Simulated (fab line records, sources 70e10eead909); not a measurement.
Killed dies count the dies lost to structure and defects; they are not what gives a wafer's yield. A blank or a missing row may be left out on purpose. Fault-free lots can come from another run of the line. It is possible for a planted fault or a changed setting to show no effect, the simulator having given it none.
fab line records | flow nand-harc
record: lots: 5 wafers: 15 last-day: 34
route steps=1302 shown P_STI@91 P_GATE@110
lots with no fault: from the same line, run without faults
start-h: hours from the record's first day to the start of the lot's first wafer shown | wait-h: how many hours have passed since the lot's step before this one | " unchanged from the row above | L1.1+2: one row covering several wafers at once | - no value, or no start was given | * or withheld: withheld | < > ~ a bound
route shown NAME@n: NAME is a module with steps in the file, n the number in the route of the first one | usual: average and standard deviation across the fault-free wafers | same: alike in all rows | chamber/n: place in a boat | sites: per-site readings | _std_site: their standard deviation | _edge_site: the outer-site mean with the inner-site mean subtracted | radius-mm: how far each site lies from the wafer's centre | mask NAME#n: copy n | behind: the last tool/chamber to shape the wafer | hold: reason for holding the lot/hours on hold/outcome of the hold | device: whichever transistor did not switch (one of n, p or np) | end of line: tests run on the same wafers once the route is complete | where a step has no rows: the recipe by itself | killed: count of dies lost to structure and defects at first sort (not the wafer's yield) | map: per-die view of a wafer (x killed, . not killed, _ where there is no die)
set.NAME: the setting as run; set.NAME@STEP: as run at that earlier step | model.NAME: the simulator's own value behind a step, which no gauge read
lots at selected steps of the route; one table per step, one row per wafer
services: from which hour (start-h, from the record's first day; less than 0 if before it) a tool's chamber was out of use, for how many hours, and why
== steps ==
step: NHARC_P_STI_CD_MEAS_16
usual: cd-nm: 198.7/2.4
columns lot.wafer tool chamber start-h wait-h cd-nm
L075.2 cd-sem-02 - 53.51 - 196.8
L075.3 " - " " 200.4
L075.4 " - " " 196.2
L076.3 cd-sem-03 - 64.90 - 203.3
L076.4 " - " " 202.0
L076.6 " - " " 203.8
L093.1 cd-sem-03 - 234.35 - 197.4
L093.3 " - " " 195.1
L093.4 " - " " 195.0
L096.4 cd-sem-03 - 264.85 - 198.0
L096.5 " - " " 197.0
L096.6 " - " " 199.0
L097.4 cd-sem-01 - 273.78 - 196.3
L097.5 " - " " 198.5
L097.6 " - " " 200.3
step: NHARC_P_STI_OCD_MEAS_17
usual: trench-depth-nm: 302/4.5 trench-foot-cd-nm: 156.8/2.3
columns lot.wafer tool chamber start-h wait-h trench-depth-nm trench-foot-cd-nm
L075.2 ocd-01 - 53.59 0.1 296 155.8
L075.3 " - " " 299 157.8
L075.4 " - " " 300 155.4
L076.3 ocd-02 - 64.99 0.1 306 161.0
L076.4 " - " " 301 160.8
L076.6 " - " " 305 161.5
L093.1 ocd-02 - 234.45 0.1 299 155.7
L093.3 " - " " 293 154.7
L093.4 " - " " 306 152.6
L096.4 ocd-02 - 264.95 0.1 296 156.3
L096.5 " - " " 300 157.0
L096.6 " - " " 297 158.1
L097.4 ocd-02 - 273.87 0.1 311 153.0
L097.5 " - " " 307 154.9
L097.6 " - " " 310 155.7
step: NHARC_P_STI_STRIP_19
recipe: time-s: 900 temp-c: 130 chemistry: SPM
usual: bath-guard-temp-C: 130.2/0.49
columns lot.wafer tool chamber start-h wait-h bath-guard-temp-C
L075.2 wet-bench-06 6 53.65 0.1 130.0
L075.3 " 7 " " 129.8
L075.4 " 2 " " 130.2
L076.6 wet-bench-02 2 65.05 0.1 130.7
L076.3 " 3 " " 130.3
L076.4 " 5 " " 130.3
L093.1 wet-bench-02 5 234.52 0.1 130.3
L093.4 " 6 " " 129.8
L093.3 " 0 " " 130.3
L096.6 wet-bench-06 6 265.02 0.1 129.6
L096.5 " 7 " " 129.8
L096.4 " 0 " " 130.5
L097.4 wet-bench-06 0 273.92 0.0 130.2
L097.5 " 1 " " 129.6
L097.6 " 2 " " 130.4
step: NHARC_P_STI_PRECLEAN_32
recipe: time-s: * temp-c: 50 bath-age-min: 0 chemistry: SC1
usual: bath-guard-temp-C: 50.2/0.57 diw-flow-mL-min: 1415/3.8
columns lot.wafer tool chamber start-h wait-h bath-guard-temp-C diw-flow-mL-min
L075.2 wet-bench-06 6 - - 50.1 1411
L075.3 " 7 " " 50.0 1413
L075.4 " 2 " " 50.3 1419
L076.6 wet-bench-02 2 - - 51.3 1414
L076.3 " 3 " " 50.1 1413
L076.4 " 5 " " 50.0 1413
L093.1 wet-bench-02 5 - - 50.5 1417
L093.4 " 6 " " 49.6 1414
L093.3 " 0 " " 50.1 1420
L096.6 wet-bench-06 6 - - 49.7 1416
L096.5 " 7 " " 50.1 1416
L096.4 " 0 " " 50.4 1413
L097.4 wet-bench-06 0 - - 50.4 1415
L097.5 " 1 " " 49.7 1414
L097.6 " 2 " " 50.4 1412
step: NHARC_P_STI_SRD_23
columns lot.wafer tool chamber start-h wait-h
L075.2+3+4 wet-bench-06 6,7,2 - -
L076.6+3+4 wet-bench-02 2,3,5 - -
L093.1+4+3 wet-bench-02 5,6,0 - -
L096.6+5+4 wet-bench-06 6,7,0 - -
L097.4+5+6 wet-bench-06 0,1,2 - -
step: NHARC_P_STI_OCD_MEAS_43
usual: trench-depth-nm: 302/4.5 trench-foot-cd-nm: 156.9/2.4
columns lot.wafer tool chamber start-h wait-h trench-depth-nm trench-foot-cd-nm
L075.2 ocd-02 - 54.10 - 296 155.2
L075.3 " - " " 299 158.0
L075.4 " - " " 300 156.0
L076.3 ocd-01 - 65.49 - 306 160.5
L076.4 " - " " 301 161.0
L076.6 " - " " 305 161.8
L093.1 ocd-01 - 234.96 - 299 154.9
L093.3 " - " " 293 154.7
L093.4 " - " " 306 152.9
L096.4 ocd-01 - 265.47 - 296 156.3
L096.5 " - " " 299 156.4
L096.6 " - " " 297 158.5
L097.4 ocd-01 - 274.37 - 310 153.3
L097.5 " - " " 307 155.2
L097.6 " - " " 311 156.3
step: NHARC_P_STI_OXIDE_33
recipe: target-thk-a: 100 temp-c: 1000 ox-time-s: 281 material: SiO2
usual: tube-center-temp-C: 999.99/0.087 zone-power-top-pct: 39.0/0.79
columns lot.wafer tool chamber start-h wait-h tube-center-temp-C zone-power-top-pct
L075.2 furnace-07 0 60.77 6.7 1000.1 38.6
L075.3 " 0 " " 999.99 37.9
L075.4 " 0 " " 1000.1 38.1
L076.3 furnace-04 0 68.65 3.2 1000 39.3
L076.4 " 0 " " 1000.1 39.5
L076.6 " 0 " " 999.91 39.4
L093.1 furnace-04 0 238.53 3.6 999.98 40.1
L093.3 " 0 " " 1000 39.6
L093.4 " 0 " " 999.93 39.3
L096.4 furnace-07 0 269.15 3.7 999.86 37.8
L096.5 " 0 " " 999.97 38.8
L096.6 " 0 " " 1000.1 39.0
L097.4 furnace-03 0 277.98 3.6 999.99 39.6
L097.5 " 0 " " 1000.1 39.6
L097.6 " 0 " " 999.89 38.9
step: NHARC_P_STI_HDPCVD_20
recipe: target-thk-a: withheld sigma-open-frac: withheld material: SiO2
columns lot.wafer tool chamber start-h wait-h
L075.2+3+4 hdpcvd-01 1,1,0 65.35 0.4
L076.4+3+6 hdpcvd-01 0,1,0 73.52 0.5
L093.1+3+4 hdpcvd-01 0,1,0 243.29 0.5
L096.4+6+5 hdpcvd-01 1,0,1 274.08 0.6
L097.4+5+6 hdpcvd-01 1,1,0 282.81 0.5
step: NHARC_P_STI_ANNEAL_34
recipe: temp-c: 1000 time-s: 1800
usual: tube-center-temp-C: 1000/0.09 zone-power-top-pct: 39.0/0.81
columns lot.wafer tool chamber start-h wait-h tube-center-temp-C zone-power-top-pct
L075.2 furnace-07 0 69.59 4.2 999.89 37.6
L075.3 " 0 " " 999.92 38.3
L075.4 " 0 " " 999.98 38.1
L076.3 furnace-07 0 77.60 3.9 999.84 37.9
L076.4 " 0 " " 1000.1 38.4
L076.6 " 0 " " 1000.2 37.6
L093.1 furnace-07 0 248.43 5.1 1000 37.7
L093.3 " 0 " " 1000 38.7
L093.4 " 0 " " 1000.1 38.0
L096.4 furnace-04 0 278.27 4.1 1000 38.8
L096.5 " 0 " " 1000.2 39.3
L096.6 " 0 " " 1000 39.8
L097.4 furnace-04 0 286.47 3.6 999.95 39.3
L097.5 " 0 " " 999.94 39.2
L097.6 " 0 " " 1000 39.9
step: NHARC_P_STI_CMP_21
recipe: t-overpolish-s: 20 target-thk-nm: 380.67
usual: motor-current-A: 11.9/0.9 overpolish-run-s: 20.000/0.0098
same: t-overpolish-s: 20
columns lot.wafer tool chamber start-h wait-h motor-current-A overpolish-run-s
L075.3 cmp-01 0 74.39 0.4 12.5 20.011
L075.2 " 1 " " 11.6 20.010
L075.4 " 3 " " 11.7 20.010
L076.3 cmp-04 1 82.52 0.4 11.4 19.996
L076.4 " 3 " " 10.3 19.990
L076.6 " 0 " " 11.2 20.024
L093.1 cmp-04 0 253.34 0.4 11.6 19.995
L093.3 " 1 " " 11.6 19.984
L093.4 " 2 " " 12.7 20.001
L096.4 cmp-04 2 283.17 0.4 12.5 19.987
L096.5 " 2 " " 12.8 19.995
L096.6 " 3 " " 11.0 19.996
L097.4 cmp-01 1 291.37 0.4 11.7 20.009
L097.5 " 3 " " 11.9 20.009
L097.6 " 0 " " 12.1 19.994
step: NHARC_P_STI_SRD_35
columns lot.wafer tool chamber start-h wait-h
L075.4+3+2 wet-bench-06 5,6,1 74.70 0.0
L076.4+3+6 wet-bench-07 5,6,2 82.80 0.0
L093.4+3+1 wet-bench-06 3,5,7 253.62 0.0
L096.6+5+4 wet-bench-07 2,4,6 283.47 0.0
L097.6+4+5 wet-bench-07 3,5,6 291.63 0.0
step: NHARC_P_STI_ETCH_36
recipe: target-depth-a: 388 chemistry: dHF material: SiO2
columns lot.wafer tool chamber start-h wait-h
L075.4+3+2 wet-bench-06 5,6,1 74.72 0.0
L076.4+3+6 wet-bench-07 5,6,2 82.83 0.0
L093.4+3+1 wet-bench-06 3,5,7 253.64 0.0
L096.6+5+4 wet-bench-07 2,4,6 283.50 0.0
L097.6+4+5 wet-bench-07 3,5,6 291.65 0.0
step: NHARC_P_STI_STRIP_24
recipe: temp-c: 160 chemistry: H3PO4 material: Si3N4
usual: bath-guard-temp-C: 160.2/0.54
columns lot.wafer tool chamber start-h wait-h bath-guard-temp-C
L075.4 wet-bench-06 5 74.73 0.0 160.0
L075.3 " 6 " " 159.9
L075.2 " 1 " " 159.9
L076.4 wet-bench-07 5 82.84 0.0 159.9
L076.3 " 6 " " 160.8
L076.6 " 2 " " 159.8
L093.4 wet-bench-06 3 253.66 0.0 160.2
L093.3 " 5 " " 160.3
L093.1 " 7 " " 160.3
L096.6 wet-bench-07 2 283.51 0.0 160.3
L096.5 " 4 " " 161.0
L096.4 " 6 " " 160.9
L097.6 wet-bench-07 3 291.67 0.0 160.1
L097.4 " 5 " " 159.3
L097.5 " 6 " " 160.3
step: NHARC_P_STI_ETCH_37
recipe: target-depth-a: 110 chemistry: dHF material: SiO2
columns lot.wafer tool chamber start-h wait-h
L075.4+3+2 wet-bench-06 5,6,1 - -
L076.4+3+6 wet-bench-07 5,6,2 - -
L093.4+3+1 wet-bench-06 3,5,7 - -
L096.6+5+4 wet-bench-07 2,4,6 - -
L097.6+4+5 wet-bench-07 3,5,6 - -
step: NHARC_P_STI_PRECLEAN_38
recipe: time-s: * temp-c: 50 bath-age-min: 0 chemistry: SC1
usual: bath-guard-temp-C: 50.2/0.53 diw-flow-mL-min: 1416/4.2
columns lot.wafer tool chamber start-h wait-h bath-guard-temp-C diw-flow-mL-min
L075.4 wet-bench-06 5 - - 49.9 1419
L075.3 " 6 " " 49.9 1412
L075.2 " 1 " " 49.4 1420
L076.4 wet-bench-07 5 - - 49.7 1422
L076.3 " 6 " " 50.5 1406
L076.6 " 2 " " 50.2 1416
L093.4 wet-bench-06 3 - - 50.3 1417
L093.3 " 5 " " 49.7 1417
L093.1 " 7 " " 50.4 1415
L096.6 wet-bench-07 2 - - 50.1 1414
L096.5 " 4 " " 50.5 1412
L096.4 " 6 " " 50.8 1422
L097.6 wet-bench-07 3 - - 50.6 1418
L097.4 " 5 " " 49.4 1422
L097.5 " 6 " " 50.8 1413
step: NHARC_P_STI_SRD_39
columns lot.wafer tool chamber start-h wait-h
L075.4+3+2 wet-bench-06 5,6,1 - -
L076.4+3+6 wet-bench-07 5,6,2 - -
L093.4+3+1 wet-bench-06 3,5,7 - -
L096.6+5+4 wet-bench-07 2,4,6 - -
L097.6+4+5 wet-bench-07 3,5,6 - -
step: NHARC_P_STI_OXIDE_40
recipe: target-thk-a: 100 temp-c: 900 ox-time-s: 1362 material: SiO2
usual: tube-center-temp-C: 899.99/0.081 zone-power-top-pct: 33.0/0.5
columns lot.wafer tool chamber start-h wait-h tube-center-temp-C zone-power-top-pct
L075.2 furnace-03 0 78.49 - 900.07 32.9
L075.3 " 0 " " 899.92 33.5
L075.4 " 0 " " 900.09 33.6
L076.3 furnace-03 0 88.77 - 899.98 32.9
L076.4 " 0 " " 899.99 33.2
L076.6 " 0 " " 900.08 33.3
L093.1 furnace-07 0 257.71 - 899.91 31.5
L093.3 " 0 " " 899.95 31.9
L093.4 " 0 " " 900.08 31.6
L096.4 furnace-03 0 288.40 - 899.84 33.4
L096.5 " 0 " " 899.96 33.5
L096.6 " 0 " " 899.94 33.0
L097.4 furnace-04 0 295.04 - 899.91 32.4
L097.5 " 0 " " 900.06 33.4
L097.6 " 0 " " 900.01 33.2
step: NHARC_P_STI_INSPECT_25
usual: raw-defect-count: 227/83
columns lot.wafer tool chamber start-h wait-h raw-defect-count
L075.2 defect-inspect-02 - 82.54 0.4 253
L075.3 " - " " 220
L075.4 " - " " 239
L076.3 defect-inspect-01 - 92.80 0.4 430
L076.4 " - " " 123
L076.6 " - " " 316
L093.1 defect-inspect-01 - 261.76 0.4 231
L093.3 " - " " 234
L093.4 " - " " 103
L096.4 defect-inspect-01 - 292.43 0.4 161
L096.5 " - " " 135
L096.6 " - " " 143
L097.4 defect-inspect-01 - 299.04 0.4 194
L097.5 " - " " 213
L097.6 " - " " 298
step: NHARC_P_GATE_ETCH_69
recipe: target-depth-a: 140 chemistry: dHF material: SiO2
columns lot.wafer tool chamber start-h wait-h
L075.3+2+4 wet-bench-05 0,2,3 82.59 0.0
L076.3+4+6 wet-bench-04 0,1,3 92.86 0.1
L093.1+4+3 wet-bench-01 2,3,7 261.82 0.1
L096.4+5+6 wet-bench-05 1,2,6 292.47 0.0
L097.5+6+4 wet-bench-04 7,2,4 299.09 0.0
step: NHARC_P_GATE_PRECLEAN_70
recipe: time-s: * temp-c: 50 bath-age-min: 0 chemistry: SC1
usual: bath-guard-temp-C: 49.9/0.61 diw-flow-mL-min: 1415/4.1
columns lot.wafer tool chamber start-h wait-h bath-guard-temp-C diw-flow-mL-min
L075.3 wet-bench-05 0 82.68 0.1 50.0 1413
L075.2 " 2 " " 50.1 1417
L075.4 " 3 " " 50.2 1411
L076.3 wet-bench-04 0 92.94 0.1 49.8 1415
L076.4 " 1 " " 50.4 1416
L076.6 " 3 " " 50.0 1421
L093.1 wet-bench-01 2 261.91 0.1 50.9 1422
L093.4 " 3 " " 49.6 1414
L093.3 " 7 " " 49.7 1416
L096.4 wet-bench-05 1 292.57 0.1 50.4 1415
L096.5 " 2 " " 50.1 1411
L096.6 " 6 " " 49.5 1425
L097.5 wet-bench-04 7 299.19 0.1 49.6 1413
L097.6 " 2 " " 50.9 1412
L097.4 " 4 " " 50.0 1418
step: NHARC_P_GATE_SRD_01
columns lot.wafer tool chamber start-h wait-h
L075.3+2+4 wet-bench-05 0,2,3 - -
L076.3+4+6 wet-bench-04 0,1,3 - -
L093.1+4+3 wet-bench-01 2,3,7 - -
L096.4+5+6 wet-bench-05 1,2,6 - -
L097.5+6+4 wet-bench-04 7,2,4 - -
step: NHARC_P_GATE_OXIDE_02
recipe: target-thk-a: 375 temp-c: 950 p-h2o-torr: 720 ox-time-s: 365 material: SiO2
usual: tube-center-temp-C: 949.99/0.087 zone-power-top-pct: 40/3.9
columns lot.wafer tool chamber start-h wait-h tube-center-temp-C zone-power-top-pct
L075.2 furnace-02 0 88.74 - 950.02 37
L075.3 " 0 " " 949.97 38
L075.4 " 0 " " 949.99 37
L076.3 furnace-08 0 96.52 - 949.88 44
L076.4 " 0 " " 949.83 44
L076.6 " 0 " " 950.09 43
L093.1 furnace-08 0 267.16 - 950.05 43
L093.3 " 0 " " 949.89 43
L093.4 " 0 " " 949.9 43
L096.4 furnace-08 0 297.30 - 949.96 42
L096.5 " 0 " " 950.06 42
L096.6 " 0 " " 949.9 44
L097.4 furnace-05 0 302.40 - 949.89 34
L097.5 " 0 " " 950.08 34
L097.6 " 0 " " 950 35
step: NHARC_P_GATE_DEHYDRATE_03
recipe: temp-c: 150 time-s: 120
columns lot.wafer tool chamber start-h wait-h
L075.2+3+4 litho-track-03 0 93.38 0.4
L076.3+4+6 litho-track-02 0 101.07 0.4
L093.1+3+4 litho-track-05 0 271.69 0.4
L096.4+5+6 litho-track-02 0 301.90 0.4
L097.4+5+6 litho-track-02 0 306.94 0.4
step: NHARC_P_GATE_HMDS_04
recipe: time-s: 30
columns lot.wafer tool chamber start-h wait-h
L075.2+3+4 litho-track-03 0 - -
L076.3+4+6 litho-track-02 0 - -
L093.1+3+4 litho-track-05 0 - -
L096.4+5+6 litho-track-02 0 - -
L097.4+5+6 litho-track-02 0 - -
step: NHARC_P_GATE_COAT_05
recipe: spin-rpm: 4690
columns lot.wafer tool chamber start-h wait-h
L075.2+3+4 litho-track-03 0 - -
L076.3+4+6 litho-track-02 0 - -
L093.1+3+4 litho-track-05 0 - -
L096.4+5+6 litho-track-02 0 - -
L097.4+5+6 litho-track-02 0 - -
step: NHARC_P_GATE_SOFTBAKE_06
recipe: temp-c: 122 time-s: 95
columns lot.wafer tool chamber start-h wait-h
L075.2+3+4 litho-track-03 0 - -
L076.3+4+6 litho-track-02 0 - -
L093.1+3+4 litho-track-05 0 - -
L096.4+5+6 litho-track-02 0 - -
L097.4+5+6 litho-track-02 0 - -
step: NHARC_P_GATE_EBR_07
columns lot.wafer tool chamber start-h wait-h
L075.2+3+4 litho-track-03 0 - -
L076.3+4+6 litho-track-02 0 - -
L093.1+3+4 litho-track-05 0 - -
L096.4+5+6 litho-track-02 0 - -
L097.4+5+6 litho-track-02 0 - -
step: NHARC_P_GATE_EXPOSE_08
recipe: na: 0.6 dose-mj: 16.75 mask-id: P_HV
usual: reticle-temp-C: 23.00/0.097
columns lot.wafer tool chamber start-h wait-h mask reticle-temp-C
L075.2 krf-scanner-04 0 93.66 - P_HV#0 23.01
L075.3 " 0 " " P_HV#0 22.98
L075.4 " 0 " " P_HV#0 23.12
L076.3 krf-scanner-03 0 101.34 - P_HV#0 22.89
L076.4 " 0 " " P_HV#0 22.97
L076.6 " 0 " " P_HV#0 23.06
L093.1 krf-scanner-04 0 271.96 - P_HV#0 23.15
L093.3 " 0 " " P_HV#0 23.25
L093.4 " 0 " " P_HV#0 23.29
L096.4 krf-scanner-02 0 302.18 - P_HV#0 22.99
L096.5 " 0 " " P_HV#0 22.97
L096.6 " 0 " " P_HV#0 23.08
L097.4 krf-scanner-04 0 307.22 - P_HV#0 23.11
L097.5 " 0 " " P_HV#0 23.09
L097.6 " 0 " " P_HV#0 22.91
step: NHARC_P_GATE_PEB_09
recipe: peb-temp-c: 118 peb-time-s: 85
columns lot.wafer tool chamber start-h wait-h
L075.2+3+4 litho-track-05 0 93.72 0.1
L076.3+4+6 litho-track-02 0 101.40 0.1
L093.1+3+4 litho-track-02 0 272.03 0.1
L096.4+5+6 litho-track-02 0 302.24 0.0
L097.4+5+6 litho-track-05 0 307.27 0.0
step: NHARC_P_GATE_DEVELOP_10
recipe: time-s: 70
columns lot.wafer tool chamber start-h wait-h
L075.2+3+4 litho-track-05 0 - -
L076.3+4+6 litho-track-02 0 - -
L093.1+3+4 litho-track-02 0 - -
L096.4+5+6 litho-track-02 0 - -
L097.4+5+6 litho-track-05 0 - -
step: NHARC_P_GATE_CD_MEAS_11
recipe: target-cd-nm: 1640 landing-energy-ev: 500
usual: cd-nm: 1640.3/1.4
same: landing-energy-ev: 500
columns lot.wafer tool chamber start-h wait-h cd-nm
L075.2 cd-sem-02 0 93.81 - 1637.7
L075.3 " 0 " " 1639.3
L075.4 " 0 " " 1639.6
L076.3 cd-sem-01 0 101.49 - 1640.3
L076.4 " 0 " " 1640.1
L076.6 " 0 " " 1638.5
L093.1 cd-sem-02 0 272.12 - 1640.3
L093.3 " 0 " " 1639.5
L093.4 " 0 " " 1637.8
L096.4 cd-sem-03 0 302.33 - 1637.7
L096.5 " 0 " " 1640.3
L096.6 " 0 " " 1641.7
L097.4 cd-sem-02 0 307.37 - 1642.8
L097.5 " 0 " " 1641.3
L097.6 " 0 " " 1641.4
step: NHARC_P_GATE_HARDBAKE_12
recipe: temp-c: 125 time-s: 80
columns lot.wafer tool chamber start-h wait-h
L075.2+3+4 litho-track-03 0 93.89 -
L076.3+4+6 litho-track-05 0 101.57 -
L093.1+3+4 litho-track-03 0 272.20 -
L096.4+5+6 litho-track-03 0 302.41 -
L097.4+5+6 litho-track-03 0 307.45 -
step: NHARC_P_GATE_DESCUM_13
recipe: time-s: 3 o2-flow-sccm: 200 ar-flow-sccm: 0 bias-power-w: 0 chemistry: O2
usual: drypump-motor-current-A: 5.7/0.48 oes-product-au: 1.001/0.0081 rf-vpp-V: 57.7/0.91 showerhead-plenum-p-Torr: 1.89/0.084 throttle-valve-pct: 11.311/0.01
columns lot.wafer tool chamber start-h wait-h drypump-motor-current-A oes-product-au rf-hours-counter-h rf-vpp-V showerhead-plenum-p-Torr throttle-valve-pct
L075.2 rie-diel-07 1 93.98 - 5.3 1.007 9 58.8 1.80 11.315
L075.4 " 2 " " 5.5 0.980 7 59.1 2.06 11.305
L075.3 " 3 " " 6.2 0.998 9 56.9 1.82 11.310
L076.3 rie-diel-07 1 101.67 - 5.3 1.009 10 56.4 1.80 11.314
L076.4 " 2 " " 5.5 1.000 8 58.3 2.06 11.318
L076.6 " 3 " " 6.2 0.998 - 57.5 1.82 11.318
L093.4 rie-diel-07 3 272.29 - 6.2 1.001 8 58.4 1.82 11.313
L093.1 " 0 " " 6.5 1.002 9 56.9 1.99 11.293
L093.3 " 1 " " 5.3 1.008 9 57.0 1.80 11.301
L096.6 rie-diel-06 1 302.53 - 5.0 1.006 - 56.8 1.94 11.321
L096.4 " 2 " " 5.8 1.013 - 56.3 1.79 11.307
L096.5 " 3 " " 5.7 1.007 - 57.5 1.96 11.316
L097.4 rie-diel-11 3 307.54 - 4.9 1.000 3 57.8 1.81 11.307
L097.6 " 1 " " 5.6 0.991 - 56.9 1.91 11.321
L097.5 " 2 " " 6.3 1.015 - 58.1 1.85 11.314
step: NHARC_P_GATE_ETCH_14
recipe: target-depth-a: 488 chemistry: dHF material: SiO2
columns lot.wafer tool chamber start-h wait-h
L075.3+2+4 wet-bench-04 1,2,3 94.11 0.1
L076.6+3+4 wet-bench-05 2,3,6 101.79 0.1
L093.1+3+4 wet-bench-01 5,6,1 272.42 0.1
L096.5+4+6 wet-bench-05 3,4,7 302.64 0.1
L097.4+5+6 wet-bench-05 3,6,0 307.66 0.1
step: NHARC_P_GATE_STRIP_15
recipe: time-s: 780 temp-c: 130 chemistry: SPM
usual: bath-guard-temp-C: 129.8/0.56
columns lot.wafer tool chamber start-h wait-h bath-guard-temp-C
L075.3 wet-bench-04 1 94.15 0.0 130.4
L075.2 " 2 " " 130.9
L075.4 " 3 " " 130.1
L076.6 wet-bench-05 2 101.83 0.0 130.2
L076.3 " 3 " " 130.2
L076.4 " 6 " " 129.7
L093.1 wet-bench-01 5 272.46 0.0 130.0
L093.3 " 6 " " 129.7
L093.4 " 1 " " 129.6
L096.5 wet-bench-05 3 302.68 0.0 130.5
L096.4 " 4 " " 129.5
L096.6 " 7 " " 129.0
L097.4 wet-bench-05 3 307.70 0.0 130.6
L097.5 " 6 " " 129.5
L097.6 " 0 " " 129.9
step: NHARC_P_GATE_PRECLEAN_71
recipe: time-s: * temp-c: 50 bath-age-min: 0 chemistry: SC1
usual: bath-guard-temp-C: 49.9/0.59 diw-flow-mL-min: 1415/4.4
columns lot.wafer tool chamber start-h wait-h bath-guard-temp-C diw-flow-mL-min
L075.3 wet-bench-04 1 - - 50.3 1413
L075.2 " 2 " " 50.9 1420
L075.4 " 3 " " 49.5 1418
L076.6 wet-bench-05 2 - - 50.0 1423
L076.3 " 3 " " 50.6 1423
L076.4 " 6 " " 49.5 1413
L093.1 wet-bench-01 5 - - 50.0 1408
L093.3 " 6 " " 49.9 1417
L093.4 " 1 " " 49.5 1415
L096.5 wet-bench-05 3 - - 50.5 1415
L096.4 " 4 " " 49.4 1415
L096.6 " 7 " " 48.9 1417
L097.4 wet-bench-05 3 - - 50.8 1415
L097.5 " 6 " " 49.8 1416
L097.6 " 0 " " 50.0 1413
== services ==
columns tool chamber start-h hours kind
hdpcvd-01 - 50.59 0.3 repair
wet-bench-07 - 50.67 3.6 repair
wet-bench-04 - 51.20 8.0 pm
litho-track-02 - 52.00 7.0 pm
wet-bench-02 - 68.05 8.0 pm
wet-bench-05 - 84.84 8.0 pm
wet-bench-06 - 90.11 3.6 repair
litho-track-03 - 100.00 7.0 pm
wet-bench-01 - 101.60 8.0 pm
litho-track-05 - 124.00 7.0 pm
wet-bench-04 - 132.71 3.1 repair
wet-bench-07 - 160.00 8.0 pm
hdpcvd-01 - 185.00 13.0 pm
wet-bench-06 - 193.60 8.0 pm
litho-track-02 - 227.00 7.0 pm
wet-bench-04 - 227.20 8.0 pm
wet-bench-02 - 244.05 8.0 pm
hdpcvd-01 - 248.05 1.9 repair
wet-bench-05 - 260.84 8.0 pm
litho-track-03 - 275.00 7.0 pm
wet-bench-01 - 277.60 8.0 pm
litho-track-05 - 299.00 7.0 pm
wet-bench-01 - 301.80 3.7 repair
hdpcvd-01 - 303.20 0.3 repair
== key ==
fault none
